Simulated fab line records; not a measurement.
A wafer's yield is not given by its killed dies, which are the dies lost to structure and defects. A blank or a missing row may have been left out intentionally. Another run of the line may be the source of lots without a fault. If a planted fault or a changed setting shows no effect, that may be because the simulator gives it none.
Comparing a struck lot with a sound one	flow nandHarc	16 steps out of a route of 1302
Sound: the wafers L999.2, L999.3, L999.4. Struck: wafers L111.1, L111.4. (L111.2 of the same lot was not struck and is left out.) The cause comes at the end.
Per side, at each step with rows, come the tool, then ch with its chambers, and then its first start. Under that, the readings that differ: sound wafers	struck wafers	difference of the means	sigmas: that difference in standard deviations of wafers without a fault.
alike: readings whose means differ by less than 2 such deviations, and words and numbers that are the same on both sides. not compared: withheld readings, readings that some wafer has no value for, bounds like >300 that may hide the same value, and numbers for which the record gives no deviation and whose values overlap.
A row with sigmas, a row that says differs or no value, or rows on one side alone: a step with any of these is where the two part. When numbers do not overlap yet have no deviation, they are printed without sigmas and do not part them. Lack of a reading on every wafer of one side parts them only where that side has two or more wafers.

NHARC_A_M0_OVL_MEAS_10: pitch 160 nm.
  sound: overlay-01 at day 23 18:07; struck: overlay-02 at day 28 17:28
  alike: overlayXNm, overlayYNm
NHARC_A_M0_INSPECT_11:
  sound: defectInspect-02 at day 23 18:10; struck: defectInspect-02 at day 28 17:29
  alike: rawDefectCount
then, 2 steps without rows for these wafers: NHARC_A_M0_DESCUM_14 (chemistry O2, time 3 s); NHARC_A_M0_ETCH_34 (etches the open film in N2/H2, target depth 40 nm, overetch 12 nm, time 43.94 s).
NHARC_A_M0_ETCH_15: etches the open film in C4F8/Ar, target depth 150 nm, overetch 15 nm, time 82.5 s.
  sound on rieDiel-02 ch 0,1,3; struck on rieDiel-02 ch 1,2
reading	sound	struck	difference	sigmas
rfHoursCounterH (h)	5.8 6.3 5.7	3.9 3.5	-2.2	
  alike: oesProductAu, rfFwdPowerW, rfVppV
NHARC_A_M0_CD_MEAS_16:
  sound: cdSem-03 at day 23 18:31; struck: cdSem-02 at day 28 17:51
  alike: cdNm
NHARC_A_M0_STRIP_18: strips in N2/H2.
  sound on rieDiel-09 ch 0,1,2, day 23 18:35; struck on rieDiel-07 ch 0,1, day 28 17:56
reading	sound	struck	difference	sigmas
rfHoursCounterH (h)	3.2 3.5 3.4	0.1 0.2	-3.2	
  alike: drypumpMotorCurrentA, oesProductAu, rfFwdPowerW, rfVppV, showerheadPlenumPTorr, throttleValvePct
then, 1 step without rows for these wafers: NHARC_A_M0_STRIP_19 (strips in post etch residue remover, time 600 s).
NHARC_A_M0_DEGAS_28: time 60 s.
  sound: pvdSputter-01 at day 23 19:08; struck: pvdSputter-02 at day 28 18:29
  alike: heaterPowerW
NHARC_A_M0_PRE_CLEAN_29: time 30 s.
  sound on pvdSputter-01; struck on pvdSputter-02
  alike: heaterPowerW
NHARC_A_M0_PVD_20: deposits TaN, target thk 5 nm, time 8.06 s.
  sound on pvdSputter-01; struck on pvdSputter-02
reading	sound	struck	difference	sigmas
biasV (V)	165.6 167.1 167.9	169.0 172.1	+3.7	+2
  alike: throttleValvePct
then, 1 step without rows for these wafers: NHARC_A_M0_PVD_21 (deposits Cu, target thk 30 nm, time 20.49 s).
NHARC_A_M0_ECD_22: material Cu, target thk 400 nm.
  sound on ecdCu-02 ch 0,1, day 23 19:29; struck on ecdCu-02 ch 0,1, day 28 18:50
then, 1 step without rows for these wafers: NHARC_A_M0_ANNEAL_30 (time 90 s).
NHARC_A_M0_CMP_23: polishes, t overpolish 20 s, target thk 113.75 nm.
  sound on cmp-03 ch 0,1,3, day 23 20:13; struck on cmp-03 ch 0,1, day 28 19:41
reading	sound	struck	difference	sigmas
timeToEndpointS (s)	27.1 30.0 29.8	9.4 9.9	-19.3	-9
  alike: motorCurrentA
NHARC_A_M0_THK_MEAS_24: measures by xrf.
  sound: filmMetro-02 at day 23 20:32; struck: filmMetro-02 at day 28 20:00
  alike: thkNm

WHERE THEY PART
At NHARC_A_M0_PVD_20 first; at NHARC_A_M0_CMP_23 last (within this record only). Later steps at which nothing parts them and some readings are alike: NHARC_A_M0_THK_MEAS_24.

WHY: what the simulator had put in
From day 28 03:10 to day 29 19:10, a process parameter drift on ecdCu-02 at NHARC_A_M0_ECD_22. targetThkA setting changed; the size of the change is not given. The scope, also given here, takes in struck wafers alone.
